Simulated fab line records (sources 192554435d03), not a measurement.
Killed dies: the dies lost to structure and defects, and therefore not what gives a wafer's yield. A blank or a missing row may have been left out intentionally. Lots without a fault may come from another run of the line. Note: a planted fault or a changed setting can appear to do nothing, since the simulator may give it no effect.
Matching of chambers / flow n5 finfet / rie diel-04 running N5_HKMG_FIN_STRIP_34: 4 sister chambers
The step strips in CF4. 20 wafers are shown with their chamber, then 10 later ones without.

== WAFERS WITH THEIR CHAMBER ==
wafer=L077.1; chamber=0; showerhead plenum p Torr (Torr)=1.80; oes product au (a.u.)=0.77; throttle valve pct (%)=13.79
wafer=L077.4; chamber=1; showerhead plenum p Torr (Torr)=1.81; oes product au (a.u.)=0.89; throttle valve pct (%)=13.45
wafer=L077.6; chamber=0; showerhead plenum p Torr (Torr)=1.80; oes product au (a.u.)=0.77; throttle valve pct (%)=13.80
wafer=L081.1; chamber=3; showerhead plenum p Torr (Torr)=1.84; oes product au (a.u.)=0.73; throttle valve pct (%)=13.59
wafer=L081.2; chamber=2; showerhead plenum p Torr (Torr)=1.77; oes product au (a.u.)=0.70; throttle valve pct (%)=13.56
wafer=L081.3; chamber=1; showerhead plenum p Torr (Torr)=1.81; oes product au (a.u.)=0.87; throttle valve pct (%)=13.48
wafer=L081.4; chamber=0; showerhead plenum p Torr (Torr)=1.79; oes product au (a.u.)=0.76; throttle valve pct (%)=13.80
wafer=L081.5; chamber=2; showerhead plenum p Torr (Torr)=1.77; oes product au (a.u.)=0.70; throttle valve pct (%)=13.54
wafer=L081.6; chamber=3; showerhead plenum p Torr (Torr)=1.84; oes product au (a.u.)=0.73; throttle valve pct (%)=13.56
wafer=L083.1; chamber=3; showerhead plenum p Torr (Torr)=1.84; oes product au (a.u.)=0.72; throttle valve pct (%)=13.58
wafer=L083.2; chamber=1; showerhead plenum p Torr (Torr)=1.81; oes product au (a.u.)=0.86; throttle valve pct (%)=13.49
wafer=L083.4; chamber=0; showerhead plenum p Torr (Torr)=1.79; oes product au (a.u.)=0.76; throttle valve pct (%)=13.82
wafer=L088.1; chamber=1; showerhead plenum p Torr (Torr)=1.80; oes product au (a.u.)=0.84; throttle valve pct (%)=13.50
wafer=L088.2; chamber=0; showerhead plenum p Torr (Torr)=1.79; oes product au (a.u.)=0.75; throttle valve pct (%)=13.81
wafer=L088.5; chamber=2; showerhead plenum p Torr (Torr)=1.77; oes product au (a.u.)=0.69; throttle valve pct (%)=13.60
wafer=L089.1; chamber=3; showerhead plenum p Torr (Torr)=1.84; oes product au (a.u.)=0.72; throttle valve pct (%)=13.61
wafer=L089.5; chamber=0; showerhead plenum p Torr (Torr)=1.79; oes product au (a.u.)=0.75; throttle valve pct (%)=13.85
wafer=L089.6; chamber=3; showerhead plenum p Torr (Torr)=1.84; oes product au (a.u.)=0.71; throttle valve pct (%)=13.61
wafer=L090.1; chamber=2; showerhead plenum p Torr (Torr)=1.77; oes product au (a.u.)=0.69; throttle valve pct (%)=13.58
wafer=L090.3; chamber=1; showerhead plenum p Torr (Torr)=1.80; oes product au (a.u.)=0.84; throttle valve pct (%)=13.50

SIGNATURES (averages over the wafers above)
reading=showerhead plenum p Torr; chamber 0=1.7933; chamber 1=1.8060; chamber 2=1.7700; chamber 3=1.8400; scatter within a chamber=0.00398
reading=oes product au; chamber 0=0.7600; chamber 1=0.8600; chamber 2=0.6950; chamber 3=0.7220; scatter within a chamber=0.0127
reading=throttle valve pct; chamber 0=13.8117; chamber 1=13.4840; chamber 2=13.5700; chamber 3=13.5900; scatter within a chamber=0.0221
Rule: for each reading, subtract the chamber's mean from the wafer's reading, divide by that reading's scatter and square the result; add these up over the readings and take the root, which gives the wafer's distance from the chamber. If the next closest chamber is less than 2 further off than the closest, the wafer can't be placed; otherwise it belongs to the closest. How the scatter is found: for the shown wafers, subtract from each reading the mean of its chamber, square and add these, divide the total by (wafers less chambers), then take the root.

== WAFERS WITH NO CHAMBER GIVEN ==
wafer=L090.5; showerhead plenum p Torr (Torr)=1.77; oes product au (a.u.)=0.69; throttle valve pct (%)=13.61
wafer=L091.2; showerhead plenum p Torr (Torr)=1.77; oes product au (a.u.)=0.69; throttle valve pct (%)=13.61
wafer=L091.3; showerhead plenum p Torr (Torr)=1.79; oes product au (a.u.)=0.75; throttle valve pct (%)=13.86
wafer=L091.4; showerhead plenum p Torr (Torr)=1.84; oes product au (a.u.)=0.71; throttle valve pct (%)=13.61
wafer=L092.1; showerhead plenum p Torr (Torr)=1.77; oes product au (a.u.)=0.69; throttle valve pct (%)=13.60
wafer=L092.2; showerhead plenum p Torr (Torr)=1.84; oes product au (a.u.)=0.71; throttle valve pct (%)=13.62
wafer=L092.5; showerhead plenum p Torr (Torr)=1.84; oes product au (a.u.)=0.71; throttle valve pct (%)=13.63
wafer=L094.2; showerhead plenum p Torr (Torr)=1.84; oes product au (a.u.)=0.72; throttle valve pct (%)=13.63
wafer=L094.5; showerhead plenum p Torr (Torr)=1.77; oes product au (a.u.)=0.69; throttle valve pct (%)=13.61
wafer=L094.6; showerhead plenum p Torr (Torr)=1.84; oes product au (a.u.)=0.71; throttle valve pct (%)=13.61

== WHICH CHAMBER EACH WENT THROUGH ==
wafer=L090.5; from the rows above=2; in truth=2
wafer=L091.2; from the rows above=2; in truth=2
wafer=L091.3; from the rows above=0; in truth=0
wafer=L091.4; from the rows above=3; in truth=3
wafer=L092.1; from the rows above=2; in truth=2
wafer=L092.2; from the rows above=3; in truth=3
wafer=L092.5; from the rows above=3; in truth=3
wafer=L094.2; from the rows above=3; in truth=3
wafer=L094.5; from the rows above=2; in truth=2
wafer=L094.6; from the rows above=3; in truth=3
Placed correctly: 10 of 10. Left unplaced by these rows: 0. Number placed wrongly: 0.
